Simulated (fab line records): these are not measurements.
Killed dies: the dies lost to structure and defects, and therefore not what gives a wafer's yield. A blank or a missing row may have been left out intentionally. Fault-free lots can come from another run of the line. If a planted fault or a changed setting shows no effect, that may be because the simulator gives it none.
Which tool is to blame? ; flow nand harc ; 24 lots with 72 wafers sampled at 4 steps, on a route of 1159 steps

WHAT EACH GAUGE READ, for each wafer
NHARC_A_CONTACT_OVL_MEAS_70. Usual: overlay x nm 0.0 nm, standard deviation 0.77; overlay y nm 0.2 nm, standard deviation 1.
lot;measured;on;overlay x nm (nm);overlay y nm (nm);flag
L075;day 16 22:26;overlay-01;1.1 1.1 1.0;-0.3 -0.5 -0.3;
L074;day 16 17:06;overlay-02;0.6 0.2 0.1;1.3 1.2 1.5;
L076;day 17 06:19;overlay-01;-1.3 -1.4 -1.4;0.5 0.0 -0.2;
L079;day 17 02:10;overlay-01;0.3 0.4 0.6;1.6 1.2 1.6;
L077;day 17 01:36;overlay-02;0.2 0.9 0.2;2.8 2.6 3.0;
L078;day 17 07:55;overlay-02;-0.3 -0.1 -0.1;-0.9 -0.9 -1.0;
L081;day 18 01:44;overlay-01;0.1 0.3 -0.1;0.1 0.1 0.9;
L080;day 18 09:32;overlay-01;-1.0 -0.4 -1.0;1.5 0.8 0.7;
L083;day 18 11:22;overlay-01;-1.4 -1.4 -1.3;-1.0 -1.3 -1.1;
L084;day 19 06:19;overlay-01;0.2 -0.5 0.2;-0.9 -1.7 -0.6;
L082;day 19 02:30;overlay-01;-0.3 0.1 -0.1;-0.9 -0.1 -0.3;
L086;day 19 18:01;overlay-01;0.6 0.6 0.0;-1.2 -1.4 -0.8;
L085;day 19 23:19;overlay-01;0.1 -0.3 0.4;-0.1 -0.1 -0.8;
L089;day 20 06:52;overlay-02;-0.3 -0.3 0.2;0.7 -0.2 -0.4;
L087;day 19 19:56;overlay-01;0.6 0.9 0.2;-0.5 -0.3 -0.5;
L088;day 20 09:08;overlay-01;1.0 1.2 0.4;0.8 0.5 0.4;
L090;day 21 00:28;overlay-02;1.0 1.2 0.9;0.6 0.8 0.4;
L091;day 20 21:50;overlay-02;0.5 0.1 0.5;0.8 0.6 1.1;
L093;day 21 07:30;overlay-02;1.0 -0.1 1.1;1.3 1.3 0.9;
L094;day 21 09:11;overlay-02;-0.2 -0.2 0.2;-0.4 0.8 0.4;
L096;day 22 00:08;overlay-02;-0.6 -1.0 -0.7;-0.7 -0.8 -0.9;
L092;day 21 23:19;overlay-02;0.0 -0.8 -0.7;0.4 0.1 0.4;
L095;day 22 03:50;overlay-02;0.1 -0.2 0.1;0.5 0.2 1.2;
L097;day 22 14:25;overlay-02;-1.3 -1.6 -1.5;-1.6 -1.7 -1.7;

TOOL THAT RAN EACH LOT (tool first, then ch and the chambers of the sampled wafers, then the start)
lot;NHARC_A_SGD_CUT_ETCH_59;NHARC_A_SLIT_DEP_00;NHARC_A_WL_FILL_CVD_20
L075;rie diel-10 ch 1,2,3, day 14 12:20 or earlier;acl dep-02 ch 0, day 14 12:20;cvd w-01 ch 0,1, day 16 22:26 or earlier
L074;rie diel-04 ch 0,1,3, day 14 12:22 or earlier;acl dep-03 ch 0, day 14 12:22;cvd w-02 ch 0,1, day 16 17:06 or earlier
L076;rie diel-10 ch 0,2, day 14 20:31 or earlier;acl dep-01 ch 0, day 14 20:31;cvd w-01 ch 0,1, day 17 06:19 or earlier
L079;rie diel-11 ch 0,2, day 14 20:10 or earlier;acl dep-02 ch 0, day 14 20:10;cvd w-02 ch 0,1, day 17 02:10 or earlier
L077;rie diel-04 ch 0,1,2, day 14 20:34 or earlier;acl dep-03 ch 0, day 14 20:34;cvd w-01 ch 0,1, day 17 01:36 or earlier
L078;rie diel-04 ch 0,2, day 15 01:59 or earlier;acl dep-01 ch 0, day 15 01:59;cvd w-02 ch 0,1, day 17 07:55 or earlier
L081;rie diel-11 ch 0,1,2, day 15 19:13 or earlier;acl dep-03 ch 0, day 15 19:13;cvd w-01 ch 0,1, day 18 01:44 or earlier
L080;rie diel-11 ch 0,2, day 16 05:59 or earlier;acl dep-03 ch 0, day 16 05:59;cvd w-02 ch 0,1, day 18 09:32 or earlier
L083;rie diel-04 ch 0,2,3, day 16 05:59 or earlier;acl dep-02 ch 0, day 16 05:59;cvd w-01 ch 0,1, day 18 11:22 or earlier
L084;rie diel-10 ch 0,1,3, day 16 18:24 or earlier;acl dep-03 ch 0, day 16 18:24;cvd w-02 ch 0,1, day 19 06:19 or earlier
L082;rie diel-04 ch 0,2,3, day 16 17:59 or earlier;acl dep-01 ch 0, day 16 17:59;cvd w-01 ch 0,1, day 19 02:30 or earlier
L086;rie diel-04 ch 0,1, day 17 12:05 or earlier;acl dep-01 ch 0, day 17 12:05;cvd w-02 ch 0,1, day 19 18:01 or earlier
L085;rie diel-10 ch 2,3, day 17 13:25 or earlier;acl dep-01 ch 0, day 17 13:25;cvd w-02 ch 0,1, day 19 23:19 or earlier
L089;rie diel-04 ch 0,1,3, day 17 14:32 or earlier;acl dep-03 ch 0, day 17 14:32;cvd w-01 ch 0,1, day 20 06:52 or earlier
L087;rie diel-11 ch 1,2, day 17 13:53 or earlier;acl dep-02 ch 0, day 17 13:53;cvd w-01 ch 0,1, day 19 19:56 or earlier
L088;rie diel-11 ch 0,1,3, day 18 01:33 or earlier;acl dep-01 ch 0, day 18 01:33;cvd w-02 ch 0,1, day 20 09:08 or earlier
L090;rie diel-04 ch 0,1,3, day 18 14:29 or earlier;acl dep-02 ch 0, day 18 14:29;cvd w-02 ch 0,1, day 21 00:28 or earlier
L091;rie diel-10 ch 1,2,3, day 18 14:33 or earlier;acl dep-01 ch 0, day 18 14:33;cvd w-01 ch 0,1, day 20 21:50 or earlier
L093;rie diel-11 ch 0,2,3, day 18 14:29 or earlier;acl dep-03 ch 0, day 18 14:29;cvd w-01 ch 1, day 21 07:30 or earlier
L094;rie diel-04 ch 1,3, day 19 01:05 or earlier;acl dep-02 ch 0, day 19 01:05;cvd w-02 ch 0,1, day 21 09:11 or earlier
L096;rie diel-10 ch 0,2,3, day 19 06:35 or earlier;acl dep-01 ch 0, day 19 06:35;cvd w-01 ch 0,1, day 22 00:08 or earlier
L092;rie diel-11 ch 1,2,3, day 19 05:55 or earlier;acl dep-03 ch 0, day 19 05:55;cvd w-02 ch 0,1, day 21 23:19 or earlier
L095;rie diel-04 ch 0,2,3, day 19 07:09 or earlier;acl dep-02 ch 0, day 19 07:09;cvd w-02 ch 0,1, day 22 03:50 or earlier
L097;rie diel-11 ch 0,1,2, day 20 02:28 or earlier;acl dep-03 ch 0, day 20 02:28;cvd w-02 ch 0,1, day 22 14:25 or earlier
- NHARC_A_SGD_CUT_ETCH_59: etches the open film in N2/H2, target depth 260 nm, time 406.25 s.
- NHARC_A_SLIT_DEP_00: deposits aC, target thk 3200 nm.
- NHARC_A_WL_FILL_CVD_20: deposits W, target thk 75 nm, time 5064 s.

WHAT THE TOOLS THEMSELVES READ (means of the sampled wafers that have a number; where no wafer has one, the mark that the record gives instead)
NHARC_A_SGD_CUT_ETCH_59. Usual: drypump motor current A 5.7 A, standard deviation 0.34; oes product au 0.995 a.u., standard deviation 0.009; rf vpp V 429.6 V, standard deviation 2.6; showerhead plenum p Torr 2.01 Torr, standard deviation 0.089; throttle valve pct 14.172 %, standard deviation 0.0088.
lot;tool;drypump motor current A (A);oes product au (a.u.);rf vpp V (V);showerhead plenum p Torr (Torr);throttle valve pct (%);flag
L075;rie diel-10;5.3;0.989;428.5;1.98;14.174;
L074;rie diel-04;5.7;0.988;429.9;2.02;14.176;
L076;rie diel-10;5.6;0.987;431.0;2.05;14.174;
L079;rie diel-11;5.6;0.989;433.3;2.12;14.168;
L077;rie diel-04;5.6;0.989;430.4;2.00;14.174;
L078;rie diel-04;5.8;0.999;427.5;1.93;14.171;
L081;rie diel-11;6.0;0.996;431.0;2.06;14.178;
L080;rie diel-11;5.6;0.980;433.0;2.12;14.171;
L083;rie diel-04;5.8;1.000;427.7;1.93;14.181;
L084;rie diel-10;5.5;0.993;428.3;1.96;14.174;
L082;rie diel-04;5.8;1.001;427.8;1.93;14.169;
L086;rie diel-04;5.5;1.000;432.0;2.08;14.172;
L085;rie diel-10;5.6;0.997;429.0;1.97;14.174;
L089;rie diel-04;5.7;1.001;430.1;2.02;14.171;
L087;rie diel-11;6.2;1.006;429.7;2.05;14.174;
L088;rie diel-11;5.9;1.001;429.4;2.01;14.160;
L090;rie diel-04;5.7;0.999;429.6;2.02;14.175;
L091;rie diel-10;5.3;0.995;428.5;1.98;14.179;
L093;rie diel-11;5.8;0.997;431.6;2.06;14.169;
L094;rie diel-04;5.8;0.998;429.5;2.02;14.172;
L096;rie diel-10;5.6;0.999;430.2;2.01;14.170;
L092;rie diel-11;6.1;1.001;429.5;2.00;14.168;
L095;rie diel-04;5.9;0.994;427.0;1.93;14.180;
L097;rie diel-11;5.9;0.987;430.5;2.06;14.171;

NHARC_A_SLIT_DEP_00. Usual: throttle valve pct reads 35.001 % (standard deviation 0.0085).
lot;tool;throttle valve pct (%);flag
L075;acl dep-02;35.002;
L074;acl dep-03;35.000;
L076;acl dep-01;35.010;
L079;acl dep-02;35.006;
L077;acl dep-03;35.003;
L078;acl dep-01;34.996;
L081;acl dep-03;35.002;
L080;acl dep-03;35.004;
L083;acl dep-02;35.007;
L084;acl dep-03;34.995;
L082;acl dep-01;35.009;
L086;acl dep-01;35.003;
L085;acl dep-01;34.997;
L089;acl dep-03;35.006;
L087;acl dep-02;35.004;
L088;acl dep-01;34.996;
L090;acl dep-02;35.003;
L091;acl dep-01;35.002;
L093;acl dep-03;35.005;
L094;acl dep-02;35.013;
L096;acl dep-01;34.999;
L092;acl dep-03;34.999;
L095;acl dep-02;35.001;
L097;acl dep-03;35.002;

NHARC_A_WL_FILL_CVD_20. Usual: heater power w 457 W, standard deviation 29; throttle valve pct 8.01 %, standard deviation 0.25.
lot;tool;heater power w (W);throttle valve pct (%);flag
L075;cvd w-01;461;8.10;
L074;cvd w-02;442;7.85;
L076;cvd w-01;485;8.20;
L079;cvd w-02;445;7.94;
L077;cvd w-01;474;8.00;
L078;cvd w-02;442;8.06;
L081;cvd w-01;491;8.11;
L080;cvd w-02;432;8.02;
L083;cvd w-01;488;8.17;
L084;cvd w-02;430;7.90;
L082;cvd w-01;489;8.26;
L086;cvd w-02;439;7.94;
L085;cvd w-02;435;8.07;
L089;cvd w-01;495;8.34;
L087;cvd w-01;460;8.11;
L088;cvd w-02;437;7.92;
L090;cvd w-02;441;8.02;
L091;cvd w-01;469;8.04;
L093;cvd w-01;443;7.95;
L094;cvd w-02;438;7.91;
L096;cvd w-01;496;8.16;
L092;cvd w-02;441;7.91;
L095;cvd w-02;439;8.02;
L097;cvd w-02;447;7.86;

THE ANSWER, worked out from the rows above alone
Rule: take the mean of a lot's wafers that have a number; if it is more than 3 standard deviations from the usual mean, the lot is off. A lot without any number at a reading at which 4 lots or more have one is off too. The other lots that the step has rows for count as sound. After the gauges, taken in route order, come the tools' own readings; for these a lot's mean is taken, as printed above. At the first step where some lot is off, the reading lying furthest off is the one used; lots without a number count as furthest.
Nothing can be told from this: no lot is off at any reading shown.

WHAT THE SIMULATOR HAD INSERTED
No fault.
